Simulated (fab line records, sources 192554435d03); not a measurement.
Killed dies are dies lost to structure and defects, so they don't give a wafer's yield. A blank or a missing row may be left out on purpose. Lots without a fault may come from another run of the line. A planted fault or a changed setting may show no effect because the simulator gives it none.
fab line records | flow n5_finfet
record lots=7 wafers=21 last_day=18
route steps=1938 shown MIM_BOT_ETCH@1867 PASS1_CAP@1873 TV_LITHO@1875
lots that met no fault: from a run of the same line without faults
start_h: hours from the record's first day to the start of the lot's first wafer shown | wait_h: hours since the lot's step before | " the same as in the row above | L1.1+2: a row that stands for several wafers | - no value, or no start given | * or withheld: withheld | < > ~ a bound
route shown NAME@n: a module of which the file shows steps, and the number in the route of the first | usual: mean/standard deviation of fault-free wafers | same: alike in all rows | chamber/n: place in a boat | sites: the reading at each site | _std_site: their standard deviation | _edge_site: outer sites' mean less inner sites' | radius_mm: how far each site lies from the wafer's centre | mask NAME#n: copy n | behind: the tool/chamber that last shaped the wafer | hold: why the lot was held/for how many hours/how that ended | device: the transistor (n, p or np) that didn't switch | end of line: the same wafers' tests at the end of the route | a step without rows: its recipe alone | killed: dies lost to structure and defects at the first sort, not the wafer's yield | map: a wafer's dies, x killed, . not, _ none there
set.NAME: the setting as run; set.NAME@STEP: as run at that earlier step | model.NAME: the simulator's own value behind a step, which no gauge read
lots at some steps of the route; a table a step, a row a wafer
services: from which hour (start_h, from the record's first day; less than 0 if before it) a tool's chamber was out of use, for how many hours, and why
## steps
# step N5_MIM_BOT_ETCH_ETCH_03
# recipe chemistry=Cl2/BCl3 target_depth_a=120 pressure_mtorr=8 icp_w=800 bias_w=100 Cl2_flow_sccm=20 bcl3_flow_sccm=80
# usual bcl3_flow_sccm=79.94/0.25 drypump_motor_current_A=5.92/0.3 oes_product_au=0.80/0.094 throttle_valve_pct=27.38/0.16
# columns lot.wafer tool chamber start_h wait_h bcl3_flow_sccm drypump_motor_current_A oes_product_au rf_hours_counter_h throttle_valve_pct
L507.3 rie_metal-02 1 284.68 0.1 79.75 6.17 0.88 - 27.29
L507.4 " 0 " " 80.31 6.14 0.80 - 27.55
L507.6 " 1 " " 80.27 6.19 0.89 - 27.29
L512.1 rie_metal-02 0 310.05 0.1 79.91 6.14 0.78 44 27.55
L512.3 " 1 " " 79.93 6.18 0.87 - 27.31
L512.5 " 0 " " 80.00 6.15 0.78 - 27.57
L515.2 rie_metal-01 0 329.13 0.1 80.00 5.47 0.83 - 27.46
L515.4 " 0 " " 80.05 5.55 0.83 - 27.46
L515.6 " 0 " " 80.17 5.55 0.83 - 27.47
L516.1 rie_metal-02 0 337.91 0.1 79.50 6.18 0.77 47 27.57
L516.4 " 1 " " 79.91 6.18 0.86 - 27.31
L516.5 " 0 " " 79.44 6.18 0.78 - 27.55
L521.1 rie_metal-01 0 373.49 0.1 79.81 5.53 0.81 32 27.46
L521.3 " 0 " " 79.99 5.56 0.81 - 27.47
L521.4 " 1 " " 80.00 5.36 0.94 - 27.41
L522.3 rie_metal-02 0 378.66 0.1 80.12 6.13 0.77 - 27.56
L522.5 " 0 " " 80.20 6.14 0.77 - 27.58
L522.6 " 1 " " 80.35 6.19 0.84 - 27.32
L527.2 rie_metal-03 1 411.09 0.1 80.48 5.78 0.72 63 27.35
L527.4 " 1 " " 79.89 5.80 0.71 - 27.34
L527.6 " 1 " " 80.06 5.80 0.72 - 27.34
# step N5_MIM_BOT_ETCH_ETCH_00
# recipe chemistry=Cl2/BCl3 target=TiN target_depth_a=455 ion_energy_ev=150 pressure_mtorr=10 icp_w=1000 bias_w=126 Cl2_flow_sccm=53.25 bcl3_flow_sccm=21.75 Ar_flow_sccm=25
# usual bcl3_flow_sccm=21.76/0.071 drypump_motor_current_A=5.92/0.3 oes_product_au=0.80/0.092 throttle_valve_pct=21.76/0.16
# columns lot.wafer tool chamber start_h wait_h bcl3_flow_sccm drypump_motor_current_A oes_product_au rf_hours_counter_h throttle_valve_pct
L507.3 rie_metal-02 1 284.78 0.1 21.76 6.22 0.89 - 21.59
L507.4 " 0 " " 21.77 6.19 0.79 - 21.86
L507.6 " 1 " " 21.73 6.23 0.89 - 21.59
L512.1 rie_metal-02 0 310.14 0.1 21.79 6.14 0.78 44 21.88
L512.3 " 1 " " 21.74 6.21 0.87 - 21.60
L512.5 " 0 " " 21.78 6.17 0.79 - 21.87
L515.2 rie_metal-01 0 329.32 0.2 21.93 5.52 0.84 - 21.87
L515.4 " 0 " " 21.83 5.50 0.83 - 21.87
L515.6 " 0 " " 21.75 5.51 0.84 - 21.86
L516.1 rie_metal-02 0 338.00 0.1 21.73 6.15 0.77 47 21.87
L516.4 " 1 " " 21.72 6.22 0.85 - 21.61
L516.5 " 0 " " 21.69 6.16 0.77 - 21.87
L521.1 rie_metal-01 0 373.58 0.1 21.87 5.59 0.81 32 21.87
L521.3 " 0 " " 21.87 5.56 0.81 - 21.87
L521.4 " 1 " " 21.78 5.36 0.94 - 21.81
L522.3 rie_metal-02 0 378.76 0.1 21.73 6.17 0.77 - 21.87
L522.5 " 0 " " 21.65 6.13 0.76 - 21.88
L522.6 " 1 " " 21.70 6.23 0.84 - 21.61
L527.2 rie_metal-03 1 411.18 0.1 21.81 5.80 0.72 63 21.85
L527.4 " 1 " " 21.83 5.80 0.72 - 21.83
L527.6 " 1 " " 21.80 5.80 0.72 - 21.82
# step N5_MIM_BOT_ETCH_STRIP_01
# recipe chemistry=O2 power_w=600 temp_c=60 pressure_mtorr=30 rf_frequency_hz=6e+07 bias_power_w=0 overash_fraction=0.5 o2_flow_sccm=225
# usual drypump_motor_current_A=5.6/0.44 oes_product_au=0.82/0.064 rf_vpp_V=3.6/1.5 showerhead_plenum_p_Torr=2.09/0.08 throttle_valve_pct=16.64/0.18
# columns lot.wafer tool chamber start_h wait_h drypump_motor_current_A oes_product_au rf_hours_counter_h rf_vpp_V showerhead_plenum_p_Torr throttle_valve_pct
L507.3 rie_diel-01 2 284.88 0.1 5.3 0.74 158 1.8 2.02 16.63
L507.4 " 0 " " 6.2 0.94 - 1.4 2.06 16.69
L507.6 " 3 " " 5.4 0.76 - 3.0 2.02 16.42
L512.1 rie_diel-05 3 310.29 0.1 4.9 0.83 73 3.4 2.21 16.56
L512.3 " 2 " " 5.7 0.81 115 4.3 2.01 16.90
L512.5 " 2 " " 5.7 0.82 - 8.2 2.01 16.87
L515.2 rie_diel-01 0 329.58 0.2 6.2 0.90 25 1.8 2.06 16.71
L515.4 " 3 " " 5.3 0.74 157 5.8 2.01 16.37
L515.6 " 3 " " 5.4 0.73 - 3.4 2.01 16.41
L516.1 rie_diel-01 0 338.14 0.1 6.2 0.89 29 6.4 2.05 16.69
L516.4 " 3 " " 5.4 0.76 161 1.5 2.01 16.44
L516.5 " 2 " " 5.2 0.72 - 4.2 2.01 16.63
L521.1 rie_diel-06 1 373.72 0.1 6.2 0.78 115 3.7 2.21 16.86
L521.3 " 2 " " 5.8 0.93 17 4.2 2.06 16.54
L521.4 " 3 " " 5.7 0.86 56 3.0 2.14 16.84
L522.3 rie_diel-05 0 378.86 0.1 5.5 0.78 108 4.0 2.02 16.48
L522.5 " 2 " " 5.7 0.78 - 3.9 2.00 16.93
L522.6 " 1 " " 6.1 0.81 - 2.8 2.12 16.46
L527.2 rie_diel-05 0 411.39 0.2 5.5 0.76 120 4.1 2.01 16.54
L527.4 " 3 " " 5.0 0.80 108 1.4 2.20 16.62
L527.6 " 2 " " 5.7 0.77 - 4.9 2.00 16.94
# step N5_MIM_BOT_ETCH_STRIP_02
# recipe chemistry=post_etch_residue_remover time_s=1200 temp_c=72.5
# step N5_MIM_BOT_ETCH_CLEAN_05
# recipe chemistry=IPA time_s=180 temp_c=25
# step N5_MIM_BOT_ETCH_SRD_06
# recipe dry=ipa_marangoni time_s=30 temp_c=23 rinse_liquid=diw
# step N5_PASSIVATION_PECVD_55
# recipe material=SiO2 target_thk_a=4000 temp_c=400 precursor=SiH4/N2O pressure_torr=2.7 rf_w=608 time_s=22.5
# usual chamber_pressure_Torr=2.700/0.0055 heater_power_w=663/120 showerhead_plenum_p_Torr=8.12/0.11 showerhead_vpp_V=1493/65 throttle_valve_pct=49.5/2.8
# columns lot.wafer tool chamber start_h wait_h chamber_pressure_Torr heater_power_w showerhead_plenum_p_Torr showerhead_vpp_V throttle_valve_pct
L507.3 pecvd-03 2 285.41 0.0 2.697 827 8.00 1411 50.9
L507.4 " 0 " " 2.693 743 8.11 1601 55.3
L507.6 " 1 " " 2.698 536 8.26 1567 50.3
L512.1 pecvd-02 0 310.83 0.0 2.696 743 8.06 1470 48.5
L512.3 " 1 " " 2.697 627 7.99 1477 47.3
L512.5 " 0 " " 2.690 765 8.08 1464 48.9
L515.2 pecvd-03 1 330.12 0.0 2.702 658 8.28 1601 50.6
L515.4 " 0 " " 2.692 747 8.12 1588 54.9
L515.6 " 1 " " 2.702 684 8.26 1553 50.5
L516.1 pecvd-04 1 339.05 0.0 2.699 454 7.96 1537 52.1
L516.4 " 2 " " 2.687 794 8.36 1422 44.5
L516.5 " 1 " " 2.705 364 7.98 1536 52.0
L521.1 pecvd-02 1 374.22 0.0 2.712 532 8.02 1493 47.3
L521.3 " 0 " " 2.701 748 8.07 1480 49.1
L521.4 " 0 " " 2.702 595 8.08 1479 49.0
L522.3 pecvd-03 2 379.36 0.0 2.693 880 8.01 1408 51.9
L522.5 " 2 " " 2.696 925 8.01 1373 51.8
L522.6 " 0 " " 2.709 715 8.13 1588 55.1
L527.2 pecvd-03 0 411.89 0.0 2.695 742 8.10 1598 55.1
L527.4 " 1 " " 2.706 602 8.25 1560 50.7
L527.6 " 0 " " 2.702 749 8.13 1621 54.9
# step N5_PASSIVATION_PECVD_01
# recipe material=SiNx target_thk_a=2000 temp_c=400 precursor=SiH4/NH3/N2 pressure_torr=4.9 rf_w=1406 time_s=43.2
# usual chamber_pressure_Torr=4.900/0.01 heater_power_w=397/130 showerhead_plenum_p_Torr=8.64/0.079 showerhead_vpp_V=2270/100 throttle_valve_pct=28.0/1.5
# columns lot.wafer tool chamber start_h wait_h chamber_pressure_Torr heater_power_w showerhead_plenum_p_Torr showerhead_vpp_V throttle_valve_pct
L507.3 pecvd-03 2 285.45 0.0 4.904 608 8.59 2090 29.0
L507.4 " 0 " " 4.890 463 8.66 2423 31.1
L507.6 " 1 " " 4.903 397 8.75 2436 28.5
L512.1 pecvd-02 0 310.86 0.0 4.926 406 8.63 2240 27.7
L512.3 " 1 " " 4.893 305 8.53 2290 26.8
L512.5 " 0 " " 4.910 423 8.61 2244 27.7
L515.2 pecvd-03 1 330.17 0.0 4.882 305 8.73 2371 28.9
L515.4 " 0 " " 4.897 392 8.64 2466 30.8
L515.6 " 1 " " 4.882 342 8.75 2404 28.5
L516.1 pecvd-04 1 339.08 0.0 4.887 154 8.53 2314 29.4
L516.4 " 2 " " 4.915 577 8.81 2160 25.6
L516.5 " 1 " " 4.909 165 8.53 2333 29.3
L521.1 pecvd-02 1 374.26 0.0 4.887 242 8.58 2258 26.9
L521.3 " 0 " " 4.908 443 8.59 2260 27.5
L521.4 " 0 " " 4.892 450 8.60 2234 27.6
L522.3 pecvd-03 2 379.40 0.0 4.900 620 8.59 2159 29.1
L522.5 " 2 " " 4.895 611 8.61 2124 29.4
L522.6 " 0 " " 4.899 475 8.65 2420 31.0
L527.2 pecvd-03 0 411.92 0.0 4.920 447 8.64 2441 31.0
L527.4 " 1 " " 4.900 354 8.72 2379 28.7
L527.6 " 0 " " 4.912 434 8.66 2480 31.3
# step N5_PASSIVATION_HMDS_03
# recipe time_s=60 temp_c=120
# step N5_PASSIVATION_COAT_04
# recipe spin_rpm=* resist_thk_nm=*
# step N5_PASSIVATION_EBR_06
# recipe solvent=PGMEA ebr_width_mm=1.5
# step N5_PASSIVATION_SOFTBAKE_05
# recipe temp_c=100 time_s=90
# step N5_PASSIVATION_EXPOSE_07
# recipe mask_id=TV na=0.55 source_shape=conventional sigma_outer=0.8 polarization=unpolarized defocus_nm=0 target_cd_nm=3000 dose_mj=22.75
# usual exposure_dose_mJ_cm2=22.744/0.022
# columns lot.wafer tool chamber start_h wait_h mask exposure_dose_mJ_cm2
L507.3 krf_scanner-02 0 289.96 - TV#0 22.737
L507.4 " 0 " " TV#0 22.710
L507.6 " 0 " " TV#0 22.710
L512.1 krf_scanner-02 0 311.17 - TV#0 23.724
L512.3 " 0 " " TV#0 23.725
L512.5 " 0 " " TV#0 23.712
L515.2 krf_scanner-02 0 330.85 - TV#0 23.712
L515.4 " 0 " " TV#0 23.746
L515.6 " 0 " " TV#0 23.713
L516.1 krf_scanner-02 0 340.12 - TV#0 23.754
L516.4 " 0 " " TV#0 23.753
L516.5 " 0 " " TV#0 23.723
L521.1 krf_scanner-01 0 374.57 - TV#0 22.732
L521.3 " 0 " " TV#0 22.729
L521.4 " 0 " " TV#0 22.741
L522.3 krf_scanner-01 0 379.74 - TV#0 22.723
L522.5 " 0 " " TV#0 22.736
L522.6 " 0 " " TV#0 22.776
L527.2 krf_scanner-01 0 414.80 - TV#0 22.728
L527.4 " 0 " " TV#0 22.725
L527.6 " 0 " " TV#0 22.699
# step N5_PASSIVATION_PEB_08
# recipe peb_temp_c=withheld peb_time_s=*
# step N5_PASSIVATION_DEVELOP_09
# recipe develop_time_s=60 rinse_liquid=diw dry=air_spin dev_temp_c=21
# step N5_PASSIVATION_HARDBAKE_11
# recipe temp_c=130 time_s=120
# step N5_PASSIVATION_CD_MEAS_10
# recipe target_cd_nm=3000 landing_energy_ev=500 detector=se_inlens
# usual cd_nm=2999.4/1.7
# columns lot.wafer tool chamber start_h wait_h cd_nm
L507.3 cd_sem-01 0 290.13 - 2997.8
L507.4 " 0 " " 2996.6
L507.6 " 0 " " 2999.8
L512.1 cd_sem-01 0 311.35 - 3006.5
L512.3 " 0 " " 3008.7
L512.5 " 0 " " 3006.6
L515.2 cd_sem-03 0 331.02 - 3008.9
L515.4 " 0 " " 3012.1
L515.6 " 0 " " 3012.2
L516.1 cd_sem-01 0 340.30 - 3006.6
L516.4 " 0 " " 3009.9
L516.5 " 0 " " 3009.0
L521.1 cd_sem-01 0 374.74 - 2998.1
L521.3 " 0 " " 2999.4
L521.4 " 0 " " 3001.4
L522.3 cd_sem-03 0 379.91 - 2999.2
L522.5 " 0 " " 2998.9
L522.6 " 0 " " 2996.2
L527.2 cd_sem-03 0 414.98 - 3000.5
L527.4 " 0 " " 2998.4
L527.6 " 0 " " 2999.3
# step N5_PASSIVATION_OVL_MEAS_60
# recipe points_per_wafer=44
# usual TV_OVL=-3/4.7
# columns lot.wafer tool chamber start_h wait_h TV_OVL[nm]
L507.3 overlay-01 0 290.15 0.0 1
L507.4 " 0 " " 1
L507.6 " 0 " " 5
L512.1 overlay-01 0 311.38 0.0 -11
L512.3 " 0 " " -6
L512.5 " 0 " " -13
L515.2 overlay-01 0 331.05 0.0 -4
L515.4 " 0 " " -10
L515.6 " 0 " " -3
L516.1 overlay-01 0 340.33 0.0 -6
L516.4 " 0 " " -12
L516.5 " 0 " " -11
L521.1 overlay-02 0 374.77 0.0 -4
L521.3 " 0 " " -2
L521.4 " 0 " " -5
L522.3 overlay-02 0 379.93 0.0 -2
L522.5 " 0 " " 3
L522.6 " 0 " " 1
L527.2 overlay-02 0 415.01 0.0 -2
L527.4 " 0 " " -3
L527.6 " 0 " " -6
## services
# columns tool chamber start_h hours kind
pecvd-03 2 267.62 5.0 scheduled_down
krf_scanner-01 - 272.40 1.0 pm
pecvd-02 2 274.35 22.4 repair
krf_scanner-02 - 285.57 3.5 repair
krf_scanner-01 - 289.12 0.8 pm
krf_scanner-01 - 298.18 0.8 pm
pecvd-04 0 298.85 17.7 repair
pecvd-02 0 303.38 4.9 repair
krf_scanner-02 - 316.87 1.3 pm
krf_scanner-01 - 318.01 1.0 repair
krf_scanner-02 - 319.02 1.0 pm
pecvd-04 - 321.96 2.3 repair
rie_diel-06 0 323.11 6.4 repair
rie_diel-05 - 328.94 1.0 repair
krf_scanner-01 - 329.79 2.1 repair
rie_diel-06 1 331.98 7.0 repair
rie_diel-01 3 338.74 10.4 repair
rie_diel-06 2 343.55 9.0 repair
rie_diel-01 1 346.23 5.1 repair
pecvd-03 - 347.35 0.7 repair
krf_scanner-01 - 364.75 1.3 pm
pecvd-02 1 375.39 12.3 repair
pecvd-02 - 399.97 2.8 pm
krf_scanner-02 - 407.37 0.8 pm
## key
first_sign step=N5_PASSIVATION_EXPOSE_07 reading=exposure_dose_mJ_cm2 direction=up sigmas=44 usual=22.744 struck=23.729
effect step=N5_PASSIVATION_CD_MEAS_10 reading=cd_nm direction=up sigmas=5.5 usual=2999.4 struck=3008.9
met_at N5_PASSIVATION_EXPOSE_07
struck_wafers L512.1,L512.3,L512.5,L515.2,L515.4,L515.6,L516.1,L516.4,L516.5
onset_between 289.96 311.17
fault kind=process_parameter_drift tool=krf_scanner-02 chamber=- onset_h=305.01 steps=N5_PASSIVATION_EXPOSE_07 channel=dose_mj offset=0.98864 shape=step acts_in=these_recipes_only stated=22.75
